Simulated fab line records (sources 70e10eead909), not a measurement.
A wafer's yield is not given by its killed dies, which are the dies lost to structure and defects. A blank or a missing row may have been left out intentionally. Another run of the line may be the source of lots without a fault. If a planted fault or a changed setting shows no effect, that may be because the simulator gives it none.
Matching of chambers    flow nandHarc    3 sister chambers for NHARC_P_M0_PRE_CLEAN_31 on pecvd-01
The step time 12 s. 6 wafers are shown with their chamber, then 8 later ones without.

WAFERS WITH THEIR CHAMBER
wafer   chamber  heaterPowerW (W)  susceptorTempC (C)
L083.4  2        579               369.97
L085.5  2        532               369.58
L090.2  0        707               370.24
L090.5  0        741               370.63
L090.6  1        611               369.70
L091.2  1        597               369.84

WAFERS WHOSE CHAMBER IS MISSING
wafer   heaterPowerW (W)  susceptorTempC (C)
L091.3  590               369.68
L091.5  611               369.79
L092.2  604               369.82
L092.3  724               370.41
L092.5  722               370.27
L096.1  582               369.93
L096.3  740               369.96
L096.4  572               369.96

EACH ONE'S CHAMBER
wafer   from the rows above      in truth
L091.3  can't be placed: 1 or 2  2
L091.5  can't be placed: 1 or 2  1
L092.2  can't be placed: 1 or 2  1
L092.3  0                        0
L092.5  0                        0
L096.1  can't be placed: 1 or 2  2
L096.3  0                        0
L096.4  can't be placed: 2 or 1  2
3 of 8 placed correctly. Cannot be placed on the basis of these rows: 5; the candidates contain the true chamber in 5. Number placed wrongly: 0.
How it was worked out, from the rows above alone: a wafer's distance from a chamber is the root of the sum, over the readings, of the square of ((its reading less the chamber's mean) divided by the reading's scatter). If the next closest chamber is less than 2 further off than the closest, the wafer can't be placed; otherwise it belongs to the closest. Each chamber's mean is taken over the wafers shown for it. The scatter is the square root of a quotient: the sum, over the shown wafers, of each reading's squared deviation from its chamber's mean, divided by wafers minus chambers.
